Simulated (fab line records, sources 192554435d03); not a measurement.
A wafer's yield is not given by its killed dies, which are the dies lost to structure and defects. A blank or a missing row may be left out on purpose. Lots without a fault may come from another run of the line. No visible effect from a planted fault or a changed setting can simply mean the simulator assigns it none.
fab line records ; flow n5-finfet
record: lots: 7; wafers: 21
route steps=1938 shown BEOL_M12@1602 BEOL_M13@1685 BEOL_M14@1743
start-h: hours from the record's first day to the start of the lot's first wafer shown ; wait-h: hours from the lot's prior step to this one ; " the same as in the row above ; L1.1+2: a row that stands for several wafers ; - value missing, or start not given ; * or withheld: withheld ; < > ~ a bound
route shown NAME@n: a module of which the file shows steps, and the number in the route of the first ; usual: average and standard deviation across the fault-free wafers ; same: alike in all rows ; chamber/n: place in a boat ; sites: the reading at each site ; _std_site: standard deviation across them ; _edge_site: outer sites' mean less inner sites' ; radius-mm: how far each site lies from the wafer's centre ; mask NAME#n: copy n ; behind: the most recent tool/chamber to have shaped the wafer ; hold: why the lot went on hold/how many hours it stayed there/how the hold came to an end ; device: which transistor (n, p or np) failed to switch ; end of line: tests of these same wafers at the route's end ; a step without rows: its recipe alone ; killed: at the first sort, the dies lost to defects and structure; wafer yield is something else ; map: dies across one wafer; x = killed, . = not, _ = none there
set.NAME: the setting as run; set.NAME@STEP: as run at that earlier step ; model.NAME: the simulator's own value behind a step, which no gauge read
lots with deliberately changed settings; one table per step, one row per wafer
== steps ==
step: N5_BEOL_M12_ILD_DEP_00
recipe: material: SiOC; target-thk-a: 6589.2; temp-c: 350; precursor: DEMS/O2; pressure-torr: 5; rf-w: 500; time-s: 130.7
lot.wafer;tool;chamber;start-h;wait-h;set.time-s;model.SiOC_of_BEOL_M12_ILD_DEP_00.thk-nm
L075.1;pecvd-04;2;285.69;0.0;146.5;729.8
L075.3;pecvd-04;2;285.69;0.0;130.7;659.6
L075.4;pecvd-04;1;285.69;0.0;130.7;660.2
L077.1;pecvd-04;0;301.19;0.0;130.7;654.6
L077.2;pecvd-04;2;301.19;0.0;130.7;651.4
L077.6;pecvd-04;2;301.19;0.0;130.7;667.4
L083.3;pecvd-01;2;318.88;0.0;114.6;583.8
L083.4;pecvd-01;1;318.88;0.0;114.6;580.2
L083.6;pecvd-01;0;318.88;0.0;130.7;668.2
L090.1;pecvd-04;2;368.56;0.0;130.7;657.2
L090.4;pecvd-04;0;368.56;0.0;130.7;667.8
L090.5;pecvd-04;2;368.56;0.0;130.7;667
L091.1;pecvd-04;1;369.94;0.0;118.3;582.6
L091.4;pecvd-04;0;369.94;0.0;130.7;652.4
L091.5;pecvd-04;1;369.94;0.0;118.3;602.2
L094.3;pecvd-02;1;380.90;0.0;130.7;649
L094.5;pecvd-02;2;380.90;0.0;130.7;652.4
L094.6;pecvd-02;0;380.90;0.0;130.7;655.6
L095.2;pecvd-02;0;404.18;0.0;130.7;656.2
L095.4;pecvd-02;2;404.18;0.0;130.7;660.2
L095.6;pecvd-02;1;404.18;0.0;130.7;659.8
step: N5_BEOL_M12_THK_MEAS_01
recipe: reads: SiOC_of_BEOL_M12_ILD_DEP_00
usual: M12_ILD_THK: 658/7.3
lot.wafer;tool;chamber;start-h;wait-h;set.time-s@BEOL_M12_ILD_DEP_00;M12_ILD_THK[nm]
L075.1;film-metro-01;-;285.89;0.1;146.5;730
L075.3;film-metro-01;-;285.89;0.1;130.7;660
L075.4;film-metro-01;-;285.89;0.1;130.7;660
L077.1;film-metro-02;-;301.37;0.1;130.7;655
L077.2;film-metro-02;-;301.37;0.1;130.7;652
L077.6;film-metro-02;-;301.37;0.1;130.7;668
L083.3;film-metro-02;-;319.02;0.1;114.6;583
L083.4;film-metro-02;-;319.02;0.1;114.6;580
L083.6;film-metro-02;-;319.02;0.1;130.7;668
L090.1;film-metro-02;-;368.69;0.1;130.7;657
L090.4;film-metro-02;-;368.69;0.1;130.7;668
L090.5;film-metro-02;-;368.69;0.1;130.7;667
L091.1;film-metro-01;-;370.08;0.1;118.3;582
L091.4;film-metro-01;-;370.08;0.1;130.7;653
L091.5;film-metro-01;-;370.08;0.1;118.3;602
L094.3;film-metro-01;-;381.03;0.1;130.7;649
L094.5;film-metro-01;-;381.03;0.1;130.7;652
L094.6;film-metro-01;-;381.03;0.1;130.7;655
L095.2;film-metro-02;-;404.31;0.1;130.7;656
L095.4;film-metro-02;-;404.31;0.1;130.7;661
L095.6;film-metro-02;-;404.31;0.1;130.7;660
step: N5_BEOL_M12_COAT_58
recipe: resist: BARC; temp-c: 205; time-s: 60; spin-rpm: 1500; resist-thk-nm: 89
step: N5_BEOL_M12_COAT_04
recipe: spin-rpm: 1625; resist-thk-nm: 400
step: N5_BEOL_M12_DESCUM_15
recipe: chemistry: O2; time-s: 7.9; source-power-w: 50; bias-power-w: 20; pressure-mtorr: 20; rf-frequency-hz: 2.712e+07; temp-c: 40; o2-flow-sccm: 225
step: N5_BEOL_M12_ETCH_59
recipe: chemistry: N2/H2; target: BARC; target-depth-a: 890; overetch-a: 267; time-s: 67.9; ion-energy-ev: 200; pressure-mtorr: 30; source-w: 840; bias-w: 150; n2-flow-sccm: 200; h2-flow-sccm: 200
step: N5_BEOL_M12_VIA_ETCH_16
recipe: chemistry: C4F8/O2/Ar; target: SiOC; pressure-mtorr: 30; source-w: 3000; bias-w: 700; Ar_flow_sccm: 400; C4F8_flow_sccm: 15; O2_flow_sccm: 8; he-inner-torr: 15; he-outer-torr: 30; target-depth-a: 7248; time-s: withheld; ion-energy-ev: 250; ends: cleared
lot.wafer;tool;chamber;start-h;wait-h;set.time-s@BEOL_M12_ILD_DEP_00;model.etch.depth-nm;model.coat_of_BEOL_M12_COAT_04.thk-nm
L075.1;rie-diel-01;0;286.55;0.0;*;729.7;102.2
L075.3;rie-diel-01;2;286.55;0.0;*;659.6;122
L075.4;rie-diel-01;3;286.55;0.0;*;660.1;120.4
L077.1;rie-diel-01;1;302.12;0.0;*;654.7;124
L077.2;rie-diel-01;0;302.12;0.0;*;651.4;125.4
L077.6;rie-diel-01;1;302.12;0.0;*;667.4;119.8
L083.3;rie-diel-04;1;319.62;0.0;*;583.8;145.8
L083.4;rie-diel-04;0;319.62;0.0;*;580.2;150.2
L083.6;rie-diel-04;0;319.62;0.0;*;668.2;121.6
L090.1;rie-diel-04;0;369.29;0.0;*;657.1;125.4
L090.4;rie-diel-04;2;369.29;0.0;*;667.7;122
L090.5;rie-diel-04;1;369.29;0.0;*;667;121.2
L091.1;rie-diel-04;3;370.88;0.0;*;582.5;143.8
L091.4;rie-diel-04;0;370.88;0.0;*;652.4;125.6
L091.5;rie-diel-04;0;370.88;0.0;*;602.1;139.8
L094.3;rie-diel-04;1;381.51;0.0;*;649;127.6
L094.5;rie-diel-04;3;381.51;0.0;*;652.3;125.4
L094.6;rie-diel-04;2;381.51;0.0;*;655.7;124.6
L095.2;rie-diel-01;3;404.79;0.0;*;656.2;124.6
L095.4;rie-diel-01;0;404.79;0.0;*;660.3;124.2
L095.6;rie-diel-01;3;404.79;0.0;*;659.7;122.4
step: N5_BEOL_M12_STRIP_63
recipe: chemistry: N2/H2; power-w: 1000; temp-c: 250; h2-frac: 0.65; overash-fraction: 0.3; pressure-mtorr: 1000; n2-flow-sccm: 1750; h2-flow-sccm: 3250
usual: strip-time-to-endpoint-s: 42.7/0.76
lot.wafer;tool;chamber;start-h;wait-h;set.time-s@BEOL_M12_ILD_DEP_00;strip-time-to-endpoint-s
L075.1;plasma-asher-02;0;286.75;-;146.5;36.8
L075.3;plasma-asher-02;1;286.75;-;130.7;42.2
L075.4;plasma-asher-02;0;286.75;-;130.7;41.8
L077.1;plasma-asher-02;0;302.32;-;130.7;42.7
L077.2;plasma-asher-02;1;302.32;-;130.7;43.1
L077.6;plasma-asher-02;1;302.32;-;130.7;41.6
L083.3;plasma-asher-01;0;319.95;-;114.6;48.6
L083.4;plasma-asher-01;1;319.95;-;114.6;49.7
L083.6;plasma-asher-01;0;319.95;-;130.7;42.1
L090.1;plasma-asher-02;1;369.49;-;130.7;43.1
L090.4;plasma-asher-02;0;369.49;-;130.7;42.2
L090.5;plasma-asher-02;1;369.49;-;130.7;42.0
L091.1;plasma-asher-02;1;371.08;-;118.3;48.0
L091.4;plasma-asher-02;1;371.08;-;130.7;43.2
L091.5;plasma-asher-02;1;371.08;-;118.3;47.0
L094.3;plasma-asher-01;1;381.73;-;130.7;43.8
L094.5;plasma-asher-01;0;381.73;-;130.7;43.1
L094.6;plasma-asher-01;1;381.73;-;130.7;42.9
L095.2;plasma-asher-01;0;404.99;-;130.7;42.9
L095.4;plasma-asher-01;1;404.99;-;130.7;42.8
L095.6;plasma-asher-01;1;404.99;-;130.7;42.3
step: N5_BEOL_M12_STRIP_64
recipe: chemistry: N2/H2; power-w: 1000; temp-c: 250; h2-frac: 0.65; overash-fraction: 0.3; pressure-mtorr: withheld; n2-flow-sccm: 1750; h2-flow-sccm: 3250
step: N5_BEOL_M12_STRIP_71
recipe: chemistry: post-etch-residue-remover; time-s: 60; temp-c: 25; remover-ph: withheld; remover-water-wt-pct: withheld; remover-fluoride-wt-pct: withheld
step: N5_BEOL_M12_STRIP_37
recipe: chemistry: N2/H2; power-w: 1000; temp-c: 250; h2-frac: 0.65; overash-fraction: 0.3; pressure-mtorr: withheld; n2-flow-sccm: 1750; h2-flow-sccm: 3250
step: N5_BEOL_M12_ETCH_38
recipe: chemistry: CF4/N2; target: SiCN; target-depth-a: 687; taper-deg: 2; time-s: 73.4; ion-energy-ev: 150; mask-material: SiO2; pressure-mtorr: 40; source-w: 430; bias-w: 70; Ar_flow_sccm: 100; cf4-flow-sccm: 60; n2-flow-sccm: 60
lot.wafer;tool;chamber;start-h;wait-h;set.time-s@BEOL_M12_ILD_DEP_00;model.SiOC_of_BEOL_M12_ILD_DEP_00.thk-nm
L075.1;rie-diel-04;0;290.63;-;146.5;680.6
L075.3;rie-diel-04;3;290.63;-;130.7;609.2
L075.4;rie-diel-04;2;290.63;-;130.7;611
L077.1;rie-diel-03;1;310.55;-;130.7;605
L077.2;rie-diel-03;3;310.55;-;130.7;602.6
L077.6;rie-diel-03;2;310.55;-;130.7;619
L083.3;rie-diel-04;0;322.28;-;114.6;534.6
L083.4;rie-diel-04;1;322.28;-;114.6;531.8
L083.6;rie-diel-04;3;322.28;-;130.7;617.2
L090.1;rie-diel-03;3;373.31;-;130.7;606.8
L090.4;rie-diel-03;0;373.31;-;130.7;617.2
L090.5;rie-diel-03;3;373.31;-;130.7;615.8
L091.1;rie-diel-04;0;374.03;-;118.3;533.6
L091.4;rie-diel-04;1;374.03;-;130.7;603.8
L091.5;rie-diel-04;2;374.03;-;118.3;553.2
L094.3;rie-diel-01;3;383.23;-;130.7;599
L094.5;rie-diel-01;2;383.23;-;130.7;603
L094.6;rie-diel-01;3;383.23;-;130.7;606
L095.2;rie-diel-01;2;406.37;-;130.7;607
L095.4;rie-diel-01;3;406.37;-;130.7;609.8
L095.6;rie-diel-01;0;406.37;-;130.7;610.4
step: N5_BEOL_M13_EXPOSE_25
recipe: mask-id: M13; na: 0.93; source-shape: conventional; sigma-outer: 0.4; polarization: unpolarized; target-cd-nm: 210; dose-mj: 22
lot.wafer;tool;chamber;start-h;wait-h;mask;set.dose-mj
L075.1+3;krf-scanner-02;0;294.57;-;M13#0;20.75
L075.4;krf-scanner-02;0;294.57;-;M13#0;22
L077.1+2+6;krf-scanner-01;0;313.90;-;M13#0;22
L083.3+4+6;krf-scanner-02;0;325.52;-;M13#0;22
L090.1+4;krf-scanner-02;0;376.15;-;M13#0;22
L090.5;krf-scanner-02;0;376.15;-;M13#0;23.6
L091.1+4+5;krf-scanner-01;0;376.96;-;M13#0;22
L094.3+5+6;krf-scanner-01;0;388.51;-;M13#0;22
L095.2+6;krf-scanner-01;0;409.34;-;M13#0;22
L095.4;krf-scanner-01;0;409.34;-;M13#0;20.48
step: N5_BEOL_M13_DEVELOP_27
recipe: develop-time-s: 45; rinse-liquid: diw; dry: air-spin; dev-temp-c: 21
lot.wafer;tool;chamber;start-h;wait-h;set.develop-time-s
L075.1+3+4;litho-track-03;0;-;-;45
L077.1+2;litho-track-03;0;-;-;36.16
L077.6;litho-track-03;0;-;-;45
L083.3+4+6;litho-track-03;0;-;-;45
L090.1+4+5;litho-track-01;0;-;-;45
L091.1+4;litho-track-03;0;-;-;36.37
L091.5;litho-track-03;0;-;-;45
L094.3+5+6;litho-track-01;0;-;-;45
L095.2+4;litho-track-03;0;-;-;52.21
L095.6;litho-track-03;0;-;-;45
step: N5_BEOL_M13_HARDBAKE_32
recipe: temp-c: 130; time-s: 120
step: N5_BEOL_M13_CD_MEAS_28
recipe: target-cd-nm: 209.5; landing-energy-ev: 500; detector: se-inlens
usual: cd-nm: 208.8/0.99
lot.wafer;tool;chamber;start-h;wait-h;set.dose-mj@BEOL_M13_EXPOSE_25;cd-nm
L075.1;cd-sem-03;0;294.74;-;20.75;201.2
L075.3;cd-sem-03;0;294.74;-;20.75;201.2
L075.4;cd-sem-03;0;294.74;-;22;209.0
L077.1;cd-sem-02;0;314.07;-;22;207.9
L077.2;cd-sem-02;0;314.07;-;22;207.9
L077.6;cd-sem-02;0;314.07;-;22;208.7
L083.3;cd-sem-03;0;325.68;-;22;208.2
L083.4;cd-sem-03;0;325.68;-;22;207.9
L083.6;cd-sem-03;0;325.68;-;22;208.8
L090.1;cd-sem-03;0;376.33;-;22;207.7
L090.4;cd-sem-03;0;376.33;-;22;209.6
L090.5;cd-sem-03;0;376.33;-;23.6;216.1
L091.1;cd-sem-01;0;377.14;-;22;210.3
L091.4;cd-sem-01;0;377.14;-;22;209.2
L091.5;cd-sem-01;0;377.14;-;22;211.1
L094.3;cd-sem-01;0;388.68;-;22;208.2
L094.5;cd-sem-01;0;388.68;-;22;208.0
L094.6;cd-sem-01;0;388.68;-;22;207.8
L095.2;cd-sem-01;0;409.51;-;22;209.1
L095.4;cd-sem-01;0;409.51;-;20.48;202.2
L095.6;cd-sem-01;0;409.51;-;22;209.7
step: N5_BEOL_M13_DESCUM_33
recipe: chemistry: O2; time-s: 7.9; source-power-w: 50; bias-power-w: 20; pressure-mtorr: 20; rf-frequency-hz: 2.712e+07; temp-c: 40; o2-flow-sccm: 225
lot.wafer;tool;chamber;start-h;wait-h;set.dose-mj@BEOL_M13_EXPOSE_25;model.BEOL_M13.cd-nm
L075.1;rie-diel-06;1;294.83;0.0;20.75;201.2
L075.3;rie-diel-06;2;294.83;0.0;20.75;201
L075.4;rie-diel-06;3;294.83;0.0;22;208.8
L077.1+2;rie-diel-02;2,3;314.16;0.0;22;207.8
L077.6;rie-diel-02;0;314.16;0.0;22;208.6
L083.3;rie-diel-02;0;326.18;0.4;22;208.4
L083.4;rie-diel-02;1;326.18;0.4;22;207.4
L083.6;rie-diel-02;2;326.18;0.4;22;208.6
L090.1;rie-diel-02;2;376.58;0.2;22;207.8
L090.4;rie-diel-02;3;376.58;0.2;22;209.4
L090.5;rie-diel-02;3;376.58;0.2;23.6;216
L091.1;rie-diel-06;3;377.22;0.0;22;210
L091.4;rie-diel-06;2;377.22;0.0;22;209.6
L091.5;rie-diel-06;1;377.22;0.0;22;211.2
L094.3+5;rie-diel-06;2,1;388.76;0.0;22;208
L094.6;rie-diel-06;3;388.76;0.0;22;207.8
L095.2;rie-diel-06;1;409.59;0.0;22;209.6
L095.4;rie-diel-06;0;409.59;0.0;20.48;202.2
L095.6;rie-diel-06;3;409.59;0.0;22;209.4
step: N5_BEOL_M14_PEB_26
recipe: peb-temp-c: 130; peb-time-s: 90
lot.wafer;tool;chamber;start-h;wait-h;set.peb-temp-c
L075.1+3;litho-track-01;0;299.01;0.1;126.3
L075.4;litho-track-01;0;299.01;0.1;130
L077.1+6;litho-track-01;0;318.84;0.1;133.5
L077.2;litho-track-01;0;318.84;0.1;130
L083.3;litho-track-01;0;335.29;0.0;130
L083.4+6;litho-track-01;0;335.29;0.0;128.7
L090.1+4+5;litho-track-04;0;382.19;0.1;130
L091.1+4;litho-track-04;0;383.74;0.1;130
L091.5;litho-track-04;0;383.74;0.1;126.6
L094.3+5+6;litho-track-04;0;396.85;0.0;130
L095.2;litho-track-04;0;415.39;0.0;130
L095.4+6;litho-track-04;0;415.39;0.0;126.8
step: N5_BEOL_M14_DEVELOP_27
recipe: develop-time-s: 45; rinse-liquid: diw; dry: air-spin; dev-temp-c: 21
step: N5_BEOL_M14_HARDBAKE_32
recipe: temp-c: 130; time-s: 120
step: N5_BEOL_M14_CD_MEAS_28
recipe: target-cd-nm: 284.4; landing-energy-ev: 500; detector: se-inlens
usual: cd-nm: 284.9/1.3
lot.wafer;tool;chamber;start-h;wait-h;set.peb-temp-c@BEOL_M14_PEB_26;cd-nm
L075.1;cd-sem-02;0;299.13;-;126.3;263.4
L075.3;cd-sem-02;0;299.13;-;126.3;263.1
L075.4;cd-sem-02;0;299.13;-;130;283.9
L077.1;cd-sem-01;0;318.95;-;133.5;300.7
L077.2;cd-sem-01;0;318.95;-;130;285.8
L077.6;cd-sem-01;0;318.95;-;133.5;299.5
L083.3;cd-sem-02;0;335.41;-;130;283.0
L083.4;cd-sem-02;0;335.41;-;128.7;277.8
L083.6;cd-sem-02;0;335.41;-;128.7;275.9
L090.1;cd-sem-01;0;382.30;-;130;283.9
L090.4;cd-sem-01;0;382.30;-;130;285.3
L090.5;cd-sem-01;0;382.30;-;130;286.8
L091.1;cd-sem-01;0;383.86;-;130;284.9
L091.4;cd-sem-01;0;383.86;-;130;284.2
L091.5;cd-sem-01;0;383.86;-;126.6;267.9
L094.3;cd-sem-02;0;396.97;-;130;287.6
L094.5;cd-sem-02;0;396.97;-;130;285.6
L094.6;cd-sem-02;0;396.97;-;130;285.5
L095.2;cd-sem-03;0;415.51;-;130;285.8
L095.4;cd-sem-03;0;415.51;-;126.8;267.1
L095.6;cd-sem-03;0;415.51;-;126.8;269.0
step: N5_BEOL_M14_DESCUM_33
recipe: chemistry: O2; time-s: 7.9; source-power-w: 50; bias-power-w: 20; pressure-mtorr: 20; rf-frequency-hz: 2.712e+07; temp-c: 40; o2-flow-sccm: 225
lot.wafer;tool;chamber;start-h;wait-h;set.peb-temp-c@BEOL_M14_PEB_26;model.BEOL_M14.cd-nm
L075.1;rie-diel-04;2;299.63;0.4;126.3;263.6
L075.3;rie-diel-04;3;299.63;0.4;126.3;263.2
L075.4;rie-diel-04;0;299.63;0.4;130;284
L077.1;rie-diel-01;3;319.21;0.2;133.5;300.8
L077.2;rie-diel-01;0;319.21;0.2;130;285.8
L077.6;rie-diel-01;1;319.21;0.2;133.5;299.4
L083.3;rie-diel-04;1;335.49;0.0;130;283
L083.4;rie-diel-04;3;335.49;0.0;128.7;277.4
L083.6;rie-diel-04;1;335.49;0.0;128.7;276
L090.1;rie-diel-04;1;382.50;0.1;130;284
L090.4;rie-diel-04;2;382.50;0.1;130;285.4
L090.5;rie-diel-04;2;382.50;0.1;130;287
L091.1;rie-diel-04;1;383.94;0.0;130;284.6
L091.4;rie-diel-04;2;383.94;0.0;130;284.2
L091.5;rie-diel-04;2;383.94;0.0;126.6;267.4
L094.3;rie-diel-03;0;397.06;0.0;130;287.6
L094.5+6;rie-diel-03;1,2;397.06;0.0;130;285.4
L095.2;rie-diel-03;3;415.60;0.0;130;285.8
L095.4;rie-diel-03;2;415.60;0.0;126.8;267
L095.6;rie-diel-03;0;415.60;0.0;126.8;269.2
step: N5_BEOL_M14_ETCH_67
recipe: chemistry: CF4; target: SiARC; target-depth-a: 1430; time-s: 238.3; ion-energy-ev: 80; pressure-mtorr: 40; source-w: 545; bias-w: 36; Ar_flow_sccm: 100; cf4-flow-sccm: 100; ends: cleared
step: N5_BEOL_M14_ETCH_68
recipe: chemistry: N2/H2; target: SOC; mask-material: SiARC; source-w: 3000; bias-w: 350; temp-c: 40; time-s: 450; ion-energy-ev: 200; pressure-mtorr: 30; n2-flow-sccm: 200; h2-flow-sccm: 200
lot.wafer;tool;chamber;start-h;wait-h;set.peb-temp-c@BEOL_M14_PEB_26;model.BEOL_M14.cd-nm
L075.1;rie-diel-04;2;299.81;0.1;126.3;259
L075.3;rie-diel-04;3;299.81;0.1;126.3;258.2
L075.4;rie-diel-04;0;299.81;0.1;130;278.2
L077.1;rie-diel-01;3;319.39;0.1;133.5;296.6
L077.2;rie-diel-01;0;319.39;0.1;130;280.8
L077.6;rie-diel-01;1;319.39;0.1;133.5;295.6
L083.3;rie-diel-04;1;335.67;0.1;130;279.4
L083.4;rie-diel-04;3;335.67;0.1;128.7;273.8
L083.6;rie-diel-04;1;335.67;0.1;128.7;270.6
L090.1;rie-diel-04;1;382.68;0.1;130;278
L090.4;rie-diel-04;2;382.68;0.1;130;282
L090.5;rie-diel-04;2;382.68;0.1;130;284
L091.1;rie-diel-04;1;384.13;0.1;130;280.2
L091.4;rie-diel-04;2;384.13;0.1;130;282
L091.5;rie-diel-04;2;384.13;0.1;126.6;264.2
L094.3;rie-diel-03;0;397.24;0.1;130;286
L094.5;rie-diel-03;1;397.24;0.1;130;283.4
L094.6;rie-diel-03;2;397.24;0.1;130;282.8
L095.2;rie-diel-03;3;415.78;0.1;130;280.8
L095.4;rie-diel-03;2;415.78;0.1;126.8;262.8
L095.6;rie-diel-03;0;415.78;0.1;126.8;266.6
== key ==
split: step: N5_BEOL_M12_ILD_DEP_00; setting: time-s; stated: 130.7; by: wafer
response: step: N5_BEOL_M12_ILD_DEP_00; reading: model.SiOC_of_BEOL_M12_ILD_DEP_00.thk-nm; change: +6.38; per: 1%; r: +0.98
response: step: N5_BEOL_M12_THK_MEAS_01; reading: M12_ILD_THK; change: +6.42; per: 1%; r: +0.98
response: step: N5_BEOL_M12_VIA_ETCH_16; reading: model.etch.depth-nm; change: +6.39; per: 1%; r: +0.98
response: step: N5_BEOL_M12_VIA_ETCH_16; reading: model.coat_of_BEOL_M12_COAT_04.thk-nm; change: -1.83; per: 1%; r: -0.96
response: step: N5_BEOL_M12_STRIP_63; reading: strip-time-to-endpoint-s; change: *; per: 1%; r: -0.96
response: step: N5_BEOL_M12_ETCH_38; reading: model.SiOC_of_BEOL_M12_ILD_DEP_00.thk-nm; change: +6.34; per: 1%; r: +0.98
split: step: N5_BEOL_M13_EXPOSE_25; setting: dose-mj; stated: 22; by: wafer
response: step: N5_BEOL_M13_CD_MEAS_28; reading: cd-nm; change: +1.11; per: 1%; r: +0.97
response: step: N5_BEOL_M13_DESCUM_33; reading: model.BEOL_M13.cd-nm; change: +1.11; per: 1%; r: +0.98
split: step: N5_BEOL_M13_DEVELOP_27; setting: develop-time-s; stated: 45; by: wafer
response none clear
split: step: N5_BEOL_M14_PEB_26; setting: peb-temp-c; stated: 130; by: wafer
response: step: N5_BEOL_M14_CD_MEAS_28; reading: cd-nm; change: +6.52; per: 1%; r: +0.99
response: step: N5_BEOL_M14_DESCUM_33; reading: model.BEOL_M14.cd-nm; change: +6.55; per: 1%; r: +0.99
response: step: N5_BEOL_M14_ETCH_68; reading: model.BEOL_M14.cd-nm; change: +6.43; per: 1%; r: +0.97
